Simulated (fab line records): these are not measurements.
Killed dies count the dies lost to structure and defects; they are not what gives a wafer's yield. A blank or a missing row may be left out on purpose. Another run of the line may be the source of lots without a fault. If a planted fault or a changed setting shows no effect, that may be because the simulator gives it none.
fab line records	flow n5Finfet	part 1 of 2: steps 1 to 4 of 6
record: lots: 23	wafers: 69	lastDay: 17
route steps=1938 shown BEOL_M3@1019 BEOL_M4@1024
lots untouched by any fault: they come from a run of this same line in which no faults occurred
startH: start of the lot's first displayed wafer, in hours after the record's first day	waitH: time in hours since the lot's previous step	" unchanged from the row above	L1.1+2: a single row standing in for several wafers	- value missing, or start not given	* or withheld: withheld	< > ~ a bound
route shown NAME@n: names a module that has steps shown in the file, with the first one's number in the route	usual: the fault-free wafers' mean and standard deviation	same: alike in all rows	chamber/n: place in a boat	sites: per-site readings	_std_site: standard deviation of those values	_edge_site: inner sites' mean taken away from outer sites' mean	radiusMm: for every site, how far away it sits from the centre of the wafer	mask NAME#n: copy n	behind: tool/chamber where the wafer was last shaped	hold: why the lot was held/for how many hours/how that ended	device: names the non-switching transistor (n, p or np)	end of line: the route-end tests of the same wafers	a step given without rows: its recipe and nothing more	killed: the dies lost at the first sort to structure and to defects; this is not the yield of the wafer	map: dies across one wafer; x = killed, . = not, _ = none there
set.NAME: the setting that was run; set.NAME@STEP: the one run at that earlier step	model.NAME: the simulator's own value behind a step, which no gauge read
a sample of lots followed through the steps of the route, with each step as a table and each wafer as a row
services: a tool's chamber out of use, with start hour (startH, from the record's first day; less than 0 if before it), hours out, and reason
== steps ==
step: N5_BEOL_M3_RS_MEAS_58
recipe: thkMeasGauge: four-point-probe	reads: Co_of_BEOL_M3_CO_CAP_55+Cu_of_BEOL_M3_ECD_50+Co_of_BEOL_M3_CVD_47+TaN_of_BEOL_M3_ALD_84
usual: M3_RS: 0.69/0.037
lot.wafer	tool	chamber	startH	waitH	M3_RS[ohm/sq]
L074.1	filmMetro-01	-	147.55	0.0	0.64
L074.2	"	-	"	"	0.69
L074.4	"	-	"	"	0.62
L076.1	filmMetro-01	-	164.59	0.1	0.68
L076.2	"	-	"	"	0.70
L076.4	"	-	"	"	0.66
L075.3	filmMetro-01	-	164.83	0.1	0.73
L075.4	"	-	"	"	0.65
L075.6	"	-	"	"	0.75
L077.1	filmMetro-02	-	171.81	0.0	0.69
L077.2	"	-	"	"	0.72
L077.5	"	-	"	"	0.63
L078.2	filmMetro-01	-	177.54	0.1	0.69
L078.3	"	-	"	"	0.65
L078.5	"	-	"	"	0.63
L079.1	filmMetro-01	-	180.68	0.0	0.77
L079.2	"	-	"	"	0.72
L079.6	"	-	"	"	0.66
L080.1	filmMetro-01	-	188.75	0.0	0.75
L080.2	"	-	"	"	0.75
L080.4	"	-	"	"	0.67
L081.2	filmMetro-01	-	192.21	0.1	0.71
L081.3	"	-	"	"	0.66
L081.6	"	-	"	"	0.63
L082.1	filmMetro-01	-	192.69	0.0	0.71
L082.2	"	-	"	"	0.66
L082.6	"	-	"	"	0.70
L083.1	filmMetro-02	-	203.93	0.0	0.70
L083.2	"	-	"	"	0.66
L083.5	"	-	"	"	0.65
L084.2	filmMetro-01	-	208.71	0.1	0.66
L084.4	"	-	"	"	0.67
L084.5	"	-	"	"	0.70
L085.1	filmMetro-02	-	219.44	0.0	0.73
L085.3	"	-	"	"	0.75
L085.5	"	-	"	"	0.66
L086.1	filmMetro-02	-	226.79	0.1	0.70
L086.4	"	-	"	"	0.69
L086.5	"	-	"	"	0.69
L087.1	filmMetro-02	-	231.93	0.0	0.72
L087.4	"	-	"	"	0.66
L087.5	"	-	"	"	0.65
L088.1	filmMetro-02	-	237.60	0.0	0.77
L088.3	"	-	"	"	0.77
L088.6	"	-	"	"	0.68
L089.3	filmMetro-01	-	239.05	0.1	0.72
L089.4	"	-	"	"	0.69
L089.6	"	-	"	"	0.64
L090.4	filmMetro-01	-	247.59	0.0	0.62
L090.5	"	-	"	"	0.64
L090.6	"	-	"	"	0.66
L091.2	filmMetro-02	-	248.16	0.1	0.76
L091.3	"	-	"	"	0.74
L091.5	"	-	"	"	0.69
L092.2	filmMetro-02	-	253.98	0.1	0.70
L092.4	"	-	"	"	0.62
L092.5	"	-	"	"	0.68
L093.1	filmMetro-02	-	260.63	0.0	0.73
L093.5	"	-	"	"	0.66
L093.6	"	-	"	"	0.71
L094.2	filmMetro-02	-	277.87	0.1	0.70
L094.4	"	-	"	"	0.61
L094.6	"	-	"	"	0.69
L095.1	filmMetro-02	-	285.17	0.0	0.66
L095.3	"	-	"	"	0.70
L095.5	"	-	"	"	0.68
L097.2	filmMetro-01	-	289.11	0.1	0.75
L097.3	"	-	"	"	0.65
L097.4	"	-	"	"	0.68
step: N5_BEOL_M4_HM_DEP_02
recipe: material: TiN	targetThkA: 200	tempC: 25	chamberPressurePa: 0.49996
usual: substrateTempC: 25.01/0.096	throttleValvePct: 29.6/0.98
lot.wafer	tool	chamber	startH	waitH	substrateTempC	throttleValvePct
L074.1	pvdSputter-03	-	148.14	0.4	24.99	27.6
L074.2	"	-	"	"	25.04	30.1
L074.4	"	-	"	"	24.98	29.7
L076.1	pvdSputter-02	-	165.96	1.2	24.89	29.5
L076.2	"	-	"	"	24.93	28.7
L076.4	"	-	"	"	24.95	29.1
L075.3	pvdSputter-01	-	166.11	1.1	25.04	29.9
L075.4	"	-	"	"	24.94	30.1
L075.6	"	-	"	"	25.04	28.5
L077.1	pvdSputter-01	-	172.43	0.4	25.21	30.1
L077.2	"	-	"	"	24.93	28.4
L077.5	"	-	"	"	25.11	28.3
L078.2	pvdSputter-03	-	177.99	0.3	25.03	30.5
L078.3	"	-	"	"	24.92	29.9
L078.5	"	-	"	"	24.97	29.7
L079.1	pvdSputter-02	-	182.75	1.9	24.93	31.1
L079.2	"	-	"	"	25.02	28.6
L079.6	"	-	"	"	24.99	31.4
L080.1	pvdSputter-02	-	188.99	0.0	24.95	28.9
L080.2	"	-	"	"	25.07	30.9
L080.4	"	-	"	"	25.12	29.6
L081.2	pvdSputter-01	-	193.17	0.8	24.98	30.6
L081.3	"	-	"	"	24.97	28.3
L081.6	"	-	"	"	24.94	28.7
L082.1	pvdSputter-01	-	193.27	0.4	24.96	30.8
L082.2	"	-	"	"	25.00	28.4
L082.6	"	-	"	"	25.15	30.2
L083.1	pvdSputter-03	-	204.58	0.5	25.06	30.6
L083.2	"	-	"	"	25.00	27.9
L083.5	"	-	"	"	25.17	27.4
L084.2	pvdSputter-03	-	210.28	1.4	24.98	30.5
L084.4	"	-	"	"	25.09	27.6
L084.5	"	-	"	"	25.16	30.9
L085.1	pvdSputter-01	-	220.04	0.4	24.96	30.0
L085.3	"	-	"	"	25.13	30.9
L085.5	"	-	"	"	25.05	28.8
L086.1	pvdSputter-02	-	227.53	0.5	25.03	28.8
L086.4	"	-	"	"	24.99	28.9
L086.5	"	-	"	"	25.00	29.2
L087.1	pvdSputter-02	-	234.10	2.0	24.93	28.6
L087.4	"	-	"	"	25.07	28.9
L087.5	"	-	"	"	25.05	28.8
L088.1	pvdSputter-03	-	238.44	0.6	24.94	30.5
L088.3	"	-	"	"	24.99	29.8
L088.6	"	-	"	"	24.95	29.9
L089.3	pvdSputter-03	-	241.02	1.8	25.01	29.7
L089.4	"	-	"	"	24.90	29.7
L089.6	"	-	"	"	24.74	30.0
L090.4	pvdSputter-01	-	248.02	0.2	25.15	28.6
L090.5	"	-	"	"	25.02	28.9
L090.6	"	-	"	"	24.94	30.2
L091.2	pvdSputter-03	-	248.48	0.1	24.87	29.7
L091.3	"	-	"	"	24.89	29.6
L091.5	"	-	"	"	25.15	30.4
L092.2	pvdSputter-02	-	254.85	0.7	25.13	30.9
L092.4	"	-	"	"	25.07	29.5
L092.5	"	-	"	"	25.14	29.3
L093.1	pvdSputter-02	-	262.44	1.6	25.14	31.4
L093.5	"	-	"	"	24.89	28.7
L093.6	"	-	"	"	25.06	29.5
L094.2	pvdSputter-02	-	278.86	0.8	25.10	28.9
L094.4	"	-	"	"	25.02	29.5
L094.6	"	-	"	"	25.01	29.5
L095.1	pvdSputter-03	-	288.07	2.7	24.99	29.9
L095.3	"	-	"	"	25.08	30.7
L095.5	"	-	"	"	25.09	29.4
L097.2	pvdSputter-03	-	289.53	0.2	24.95	30.4
L097.3	"	-	"	"	25.04	27.5
L097.4	"	-	"	"	25.23	29.9
step: N5_BEOL_M4_DESCUM_16
recipe: chemistry: O2	timeS: 7	sourcePowerW: 50	biasPowerW: 20	pressureMtorr: 20	rfFrequencyHz: 2.712e+07	tempC: 40	resist: CAR-EUV	o2FlowSccm: 225
usual: drypumpMotorCurrentA: 5.7/0.48	oesProductAu: 0.78/0.086	rfVppV: 243.6/1.6	showerheadPlenumPTorr: 2.12/0.082	throttleValvePct: 20.42/0.21
lot.wafer	tool	chamber	startH	waitH	drypumpMotorCurrentA	oesProductAu	rfHoursCounterH	rfVppV	showerheadPlenumPTorr	throttleValvePct
L074.1	rieDiel-03	2	148.78	0.0	6.0	0.78	135	241.9	2.00	20.31
L074.2	"	1	"	"	5.2	0.90	42	244.2	2.22	20.03
L074.4	"	3	"	"	5.6	0.71	192	245.9	2.13	20.64
L076.1	rieDiel-01	2	166.48	0.0	5.0	0.97	5	244.6	2.22	20.39
L076.2	"	0	"	"	6.5	0.85	65	244.4	2.16	20.45
L076.4	"	3	"	"	5.7	0.73	183	244.7	2.13	20.23
L075.3	rieDiel-01	3	166.75	0.0	5.7	0.74	183	244.1	2.13	20.22
L075.4	"	1	"	"	5.7	0.72	191	242.0	2.00	20.47
L075.6	"	3	"	"	5.7	0.72	-	243.9	2.13	20.23
L077.1	rieDiel-01	3	173.37	0.5	5.6	0.73	186	244.4	2.13	20.25
L077.2	"	2	"	"	5.0	0.97	9	244.6	2.22	20.39
L077.5	"	2	"	"	5.1	0.97	-	243.7	2.22	20.40
L078.2	rieDiel-03	2	178.51	0.0	6.0	0.77	146	242.7	2.00	20.31
L078.3	"	1	"	"	5.2	0.89	53	245.2	2.21	20.05
L078.5	"	2	"	"	6.0	0.77	-	241.4	2.00	20.33
L079.1	rieDiel-03	1	183.40	0.2	5.2	0.88	56	243.9	2.21	20.07
L079.2	"	0	"	"	6.3	0.72	181	245.0	2.17	20.74
L079.6	"	1	"	"	5.2	0.89	-	244.0	2.21	20.05
L080.1	rieDiel-03	3	189.94	0.3	5.6	0.69	208	244.6	2.13	20.67
L080.2	"	2	"	"	6.0	0.77	153	241.9	1.99	20.31
L080.4	"	2	"	"	6.0	0.76	-	241.3	1.99	20.34
L081.2	rieDiel-01	0	194.54	0.9	6.5	0.83	76	242.5	2.16	20.46
L081.3	"	1	"	"	5.7	0.70	204	239.9	2.00	20.47
L081.6	"	0	"	"	6.5	0.83	-	242.3	2.16	20.47
L082.1	rieDiel-03	0	194.81	0.9	6.3	0.72	189	244.2	2.17	20.77
L082.2	"	1	"	"	5.2	0.88	57	246.1	2.21	20.07
L082.6	"	1	"	"	5.2	0.89	-	245.6	2.21	20.07
L083.1	rieDiel-01	1	205.75	0.6	5.8	0.70	209	243.0	2.00	20.48
L083.2	"	2	"	"	5.0	0.92	23	245.9	2.22	20.41
L083.5	"	0	"	"	6.5	0.81	-	242.7	2.15	20.48
L084.2	rieDiel-01	3	212.24	1.3	5.7	0.72	203	245.3	2.13	20.27
L084.4	"	2	"	"	5.1	0.92	26	245.1	2.22	20.43
L084.5	"	3	"	"	5.7	0.71	-	243.4	2.13	20.25
L085.1	rieDiel-03	2	220.91	0.3	6.0	0.75	170	241.4	1.99	20.35
L085.3	"	0	"	"	6.3	0.70	204	244.7	2.17	20.79
L085.5	"	0	"	"	6.2	0.69	-	244.4	2.17	20.75
L086.1	rieDiel-03	2	228.60	0.6	6.0	0.75	175	241.7	1.99	20.39
L086.4	"	3	"	"	5.6	0.67	227	244.3	2.12	20.69
L086.5	"	0	"	"	6.3	0.70	-	244.2	2.17	20.77
L087.1	rieDiel-01	3	235.47	0.8	5.6	0.71	214	244.7	2.12	20.27
L087.4	"	1	"	"	5.8	0.70	225	241.1	1.99	20.49
L087.5	"	1	"	"	5.7	0.69	-	240.5	1.99	20.51
L088.1	rieDiel-03	0	239.63	0.6	6.3	0.69	212	244.3	2.16	20.79
L088.3	"	3	"	"	5.6	0.66	233	244.5	2.12	20.70
L088.6	"	3	"	"	5.6	0.66	-	242.0	2.12	20.70
L089.3	rieDiel-01	1	242.24	0.7	5.8	0.69	229	243.0	1.99	20.51
L089.4	"	2	"	"	5.0	0.90	41	245.0	2.21	20.42
L089.6	"	0	"	"	6.5	0.80	-	244.3	2.15	20.52
L090.4	rieDiel-01	0	249.21	0.6	6.5	0.80	104	242.8	2.15	20.52
L090.5	"	3	"	"	5.6	0.71	-	243.4	2.12	20.29
L090.6	"	2	"	"	5.0	0.90	-	246.7	2.21	20.45
L091.2	rieDiel-01	3	249.52	0.5	5.7	0.71	221	244.5	2.12	20.30
L091.3	"	2	"	"	5.0	0.90	44	245.3	2.21	20.45
L091.5	"	2	"	"	5.0	0.91	-	245.9	2.21	20.44
L092.2	rieDiel-03	2	255.79	0.5	6.0	0.75	188	240.5	1.98	20.40
L092.4	"	0	"	"	6.2	0.69	220	244.7	2.16	20.79
L092.5	"	1	"	"	5.2	0.84	-	244.9	2.20	20.12
L093.1	rieDiel-03	2	262.96	0.0	6.0	0.75	190	240.4	1.98	20.40
L093.5	"	0	"	"	6.2	0.69	-	243.1	2.16	20.82
L093.6	"	1	"	"	5.2	0.84	-	245.2	2.20	20.11
L094.2	rieDiel-01	2	279.39	0.0	5.1	0.87	55	245.0	2.21	20.46
L094.4	"	3	"	"	5.7	0.71	232	244.6	2.12	20.30
L094.6	"	0	"	"	6.5	0.79	-	244.1	2.14	20.52
L095.1	rieDiel-04	1	288.59	0.0	5.8	0.87	49	241.9	2.04	20.33
L095.3	"	3	"	"	5.1	0.71	218	240.8	1.98	20.52
L095.5	"	0	"	"	5.6	0.85	-	247.2	2.22	20.40
L097.2	rieDiel-01	0	290.11	0.1	6.5	0.78	118	243.9	2.14	20.56
L097.3	"	3	"	"	5.7	0.70	236	243.3	2.12	20.30
L097.4	"	2	"	"	5.0	0.87	59	244.7	2.20	20.45
step: N5_BEOL_M4_HM_OPEN_17
recipe: chemistry: Cl2/BCl3	targetDepthA: 200	overetchA: 60	target: TiN	maskMaterial: SOC	ionEnergyEv: 150	pressureMtorr: 10	icpW: 1000	biasW: 126	Cl2_flow_sccm: 53.25	bcl3FlowSccm: 21.75	Ar_flow_sccm: 25
usual: drypumpMotorCurrentA: 5.7/0.52	mfcCl2Sccm: 53.24/0.17	oesProductAu: 0.64/0.082	throttleValvePct: 22.30/0.088
lot.wafer	tool	chamber	startH	waitH	drypumpMotorCurrentA	mfcCl2Sccm	oesProductAu	rfHoursCounterH	throttleValvePct
L074.1	rieMetal-01	1	149.03	0.0	5.5	53.05	0.58	92	22.26
L074.2	"	0	"	"	5.4	53.09	0.70	30	22.29
L074.4	"	1	"	"	5.5	53.08	0.56	-	22.27
L076.1	rieMetal-02	0	166.73	0.0	5.5	53.69	0.52	108	22.31
L076.2	"	0	"	"	5.5	53.45	0.52	-	22.27
L076.4	"	0	"	"	5.5	53.49	0.52	-	22.30
L075.3	rieMetal-02	0	167.07	0.1	5.5	53.12	0.54	-	22.26
L075.4	"	0	"	"	5.5	53.12	0.53	-	22.27
L075.6	"	0	"	"	5.5	53.12	0.52	-	22.28
L077.1	rieMetal-01	0	173.63	0.0	5.4	53.00	0.70	32	22.29
L077.2	"	1	"	"	5.5	53.31	0.57	95	22.25
L077.5	"	0	"	"	5.4	53.08	0.70	-	22.29
L078.2	rieMetal-03	1	178.76	0.0	6.6	53.47	0.67	39	22.35
L078.3	"	0	"	"	5.2	53.34	0.69	-	22.16
L078.5	"	0	"	"	5.2	53.45	0.69	-	22.13
L079.1	rieMetal-03	0	183.66	0.0	5.2	53.42	0.68	29	22.14
L079.2	"	1	"	"	6.6	53.12	0.67	40	22.35
L079.6	"	1	"	"	6.6	53.18	0.67	-	22.36
L080.1	rieMetal-02	1	190.20	0.0	6.4	53.45	0.80	1	22.48
L080.2	"	0	"	"	5.5	53.27	0.52	110	22.31
L080.4	"	0	"	"	5.5	53.16	0.51	-	22.32
L081.2	rieMetal-02	1	194.79	0.0	6.4	53.26	0.80	1	22.47
L081.3	"	1	"	"	6.5	53.16	0.81	-	22.47
L081.6	"	0	"	"	5.5	53.04	0.53	-	22.27
L082.1	rieMetal-01	1	195.07	0.0	5.5	53.39	0.56	96	22.26
L082.2	"	0	"	"	5.4	53.14	0.69	34	22.31
L082.6	"	1	"	"	5.5	53.06	0.57	-	22.25
L083.1	rieMetal-01	0	206.00	0.0	5.4	53.43	0.68	34	22.31
L083.2	"	1	"	"	5.5	53.22	0.56	97	22.25
L083.5	"	1	"	"	5.5	53.22	0.56	-	22.28
L084.2	rieMetal-03	0	212.49	0.0	5.2	53.39	0.68	31	22.15
L084.4	"	1	"	"	6.6	53.54	0.67	-	22.35
L084.5	"	1	"	"	6.6	53.47	0.65	-	22.36
L085.1	rieMetal-03	1	221.16	0.0	6.6	53.29	0.68	43	22.33
L085.3	"	1	"	"	6.6	53.10	0.66	-	22.35
L085.5	"	0	"	"	5.2	53.25	0.68	-	22.16
L086.1	rieMetal-03	1	228.85	0.0	6.6	53.46	0.66	44	22.35
L086.4	"	1	"	"	6.6	53.31	0.67	-	22.34
L086.5	"	0	"	"	5.2	53.37	0.69	-	22.16
L087.1	rieMetal-02	1	235.72	0.0	6.4	53.32	0.77	4	22.48
L087.4	"	0	"	"	5.5	53.22	0.52	-	22.28
L087.5	"	1	"	"	6.4	53.33	0.78	-	22.48
L088.1	rieMetal-01	0	239.88	0.0	5.4	53.07	0.69	38	22.30
L088.3	"	1	"	"	5.5	53.49	0.57	-	22.28
L088.6	"	1	"	"	5.5	53.46	0.56	-	22.28
L089.3	rieMetal-02	1	242.53	0.1	6.5	53.31	0.76	-	22.47
L089.4	"	0	"	"	5.5	53.29	0.52	-	22.31
L089.6	"	1	"	"	6.4	52.97	0.76	-	22.48
L090.4	rieMetal-03	1	249.49	0.1	6.6	53.37	0.65	-	22.35
L090.5	"	1	"	"	6.6	53.36	0.65	-	22.36
L090.6	"	0	"	"	5.2	53.29	0.68	-	22.15
L091.2	rieMetal-01	1	249.78	0.0	5.5	52.88	0.55	101	22.29
L091.3	"	1	"	"	5.5	53.16	0.56	-	22.26
L091.5	"	1	"	"	5.5	52.98	0.56	-	22.28
L092.2	rieMetal-02	0	256.04	0.0	5.5	53.31	0.52	115	22.31
L092.4	"	1	"	"	6.4	53.02	0.76	-	22.48
L092.5	"	1	"	"	6.5	52.98	0.76	-	22.49
L093.1	rieMetal-01	1	263.21	0.0	5.5	53.18	0.55	102	22.28
L093.5	"	1	"	"	5.5	53.08	0.55	-	22.28
L093.6	"	0	"	"	5.4	53.41	0.66	-	22.34
L094.2	rieMetal-01	1	279.65	0.0	5.5	53.45	0.56	104	22.27
L094.4	"	1	"	"	5.5	53.06	0.55	-	22.28
L094.6	"	1	"	"	5.5	53.36	0.56	-	22.29
L095.1	rieMetal-03	0	288.84	0.0	5.2	53.14	0.67	37	22.15
L095.3	"	1	"	"	6.6	52.96	0.65	-	22.35
L095.5	"	1	"	"	6.6	53.07	0.66	-	22.36
L097.2	rieMetal-03	0	290.37	0.0	5.2	53.40	0.68	38	22.17
L097.3	"	0	"	"	5.2	53.19	0.67	-	22.18
L097.4	"	1	"	"	6.6	53.35	0.65	-	22.36
